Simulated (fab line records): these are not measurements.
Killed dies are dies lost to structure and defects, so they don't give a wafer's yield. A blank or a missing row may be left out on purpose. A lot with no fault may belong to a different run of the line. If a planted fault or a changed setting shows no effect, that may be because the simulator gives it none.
Chamber matching ; flow nand harc ; 3 sister chambers for NHARC_THIN_TSV_DEP_43 on pecvd-02
The step deposits SiO2, target thk 1328.5 nm. 3 wafers are shown with their chamber, then 10 later ones without.

EACH WAFER AND ITS CHAMBER
wafer;chamber;throttle valve pct (%)
L087.5;2;16.3
L087.6;1;16.1
L088.4;0;16.2

WAFERS MISSING THEIR CHAMBER
wafer;throttle valve pct (%)
L088.5;16.0
L092.1;16.3
L092.3;15.6
L092.5;15.8
L093.1;16.1
L093.2;15.7
L093.6;15.6
L095.1;16.0
L095.4;15.9
L095.5;16.0

WHICH CHAMBER EACH ONE RAN IN
wafer;from the rows above;in truth
L088.5;can't be placed: 1 or 0 or 2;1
L092.1;can't be placed: 2 or 0 or 1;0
L092.3;can't be placed: 1 or 0 or 2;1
L092.5;can't be placed: 1 or 0 or 2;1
L093.1;can't be placed: 1 or 0 or 2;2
L093.2;can't be placed: 1 or 0 or 2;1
L093.6;can't be placed: 1 or 0 or 2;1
L095.1;can't be placed: 1 or 0 or 2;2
L095.4;can't be placed: 1 or 0 or 2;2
L095.5;can't be placed: 1 or 0 or 2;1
0 of 10 placed correctly. Not placeable from these rows: 10 (in 10, the candidates include the true chamber). 0 placed wrongly.
How it was worked out, from the rows above alone: a wafer's distance from a chamber is the root of the sum, over the readings, of the square of ((its reading less the chamber's mean) divided by the reading's scatter). The wafer belongs to the nearest chamber; if the next one is less than 2 further off, it can't be placed. Each chamber's mean is taken over the wafers shown for it. The scatter (one wafer shown for each chamber): square how far every hidden wafer sits from the nearest shown wafer, average those squares and take the square root.
